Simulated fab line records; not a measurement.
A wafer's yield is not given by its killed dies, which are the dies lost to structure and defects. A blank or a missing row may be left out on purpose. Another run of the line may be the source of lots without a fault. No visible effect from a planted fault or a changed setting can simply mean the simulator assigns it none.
Chamber matching	flow nand-harc	NHARC_P_CONTACT_ALD_22 on ald-metal-03 has 4 sister chambers
The step deposits TiN, target thk 3 nm, pulse time 1 s, ald cycles 150. 24 wafers are shown with their chamber, then 12 later ones without.

== WAFERS, EACH WITH ITS CHAMBER ==
wafer	chamber	heater-power-w (W)	precursor-pulse-height-rel
L074.1	2	1535	1.019
L074.5	0	1021	0.988
L074.6	3	1135	0.979
L075.1	0	1001	1.007
L075.3	1	1104	0.988
L075.6	2	1532	1.009
L079.1	1	1124	1.009
L079.2	3	1109	1.035
L079.6	3	1133	0.986
L081.2	0	1021	0.997
L081.3	3	1173	1.013
L081.6	3	1235	1.026
L083.1	3	1160	0.948
L083.2	1	1163	1.019
L083.6	1	1179	1.008
L084.2	2	1505	0.971
L084.4	0	1023	0.981
L084.6	3	1182	0.978
L088.2	0	1040	0.996
L088.3	2	1425	1.001
L088.6	2	1504	1.004
L086.1	3	1182	0.959
L086.2	2	1491	0.978
L086.5	3	1168	1.002

SIGNATURES (means of the wafers above)
reading	chamber 0	chamber 1	chamber 2	chamber 3	scatter within a chamber
heater-power-w	1021.20	1142.50	1498.67	1164.11	33.9
precursor-pulse-height-rel	0.99380	1.00600	0.99700	0.99178	0.0219
Rule: a wafer lies at a distance from a chamber equal to the root of the sum of squares, over the readings, of (its reading less the chamber's mean, divided by the reading's scatter). If the next closest chamber is less than 2 further off than the closest, the wafer can't be placed; otherwise it belongs to the closest. The scatter is the square root of a quotient: the sum, over the shown wafers, of each reading's squared deviation from its chamber's mean, divided by wafers minus chambers.

== WAFERS WITH NO CHAMBER GIVEN ==
wafer	heater-power-w (W)	precursor-pulse-height-rel
L089.1	1160	1.000
L089.4	1482	0.980
L089.6	1155	0.982
L091.4	1480	1.013
L091.5	1018	1.043
L091.6	1179	1.024
L092.3	997	1.031
L092.4	1155	1.006
L092.6	1041	1.015
L095.1	1458	0.972
L095.3	1168	1.032
L095.6	1171	0.951

== WHICH CHAMBER EACH WENT THROUGH ==
wafer	from the rows above	in truth
L089.1	can't be placed: 3 or 1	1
L089.4	2	2
L089.6	can't be placed: 3 or 1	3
L091.4	2	2
L091.5	can't be placed: 0 or 1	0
L091.6	can't be placed: 1 or 3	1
L092.3	0	0
L092.4	can't be placed: 1 or 3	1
L092.6	can't be placed: 0 or 1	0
L095.1	2	2
L095.3	can't be placed: 1 or 3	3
L095.6	can't be placed: 3 or 1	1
Placed correctly: 4 of 12. Unplaceable from these rows: 8, with the true chamber sitting among the candidates in 8. Number placed wrongly: 0.
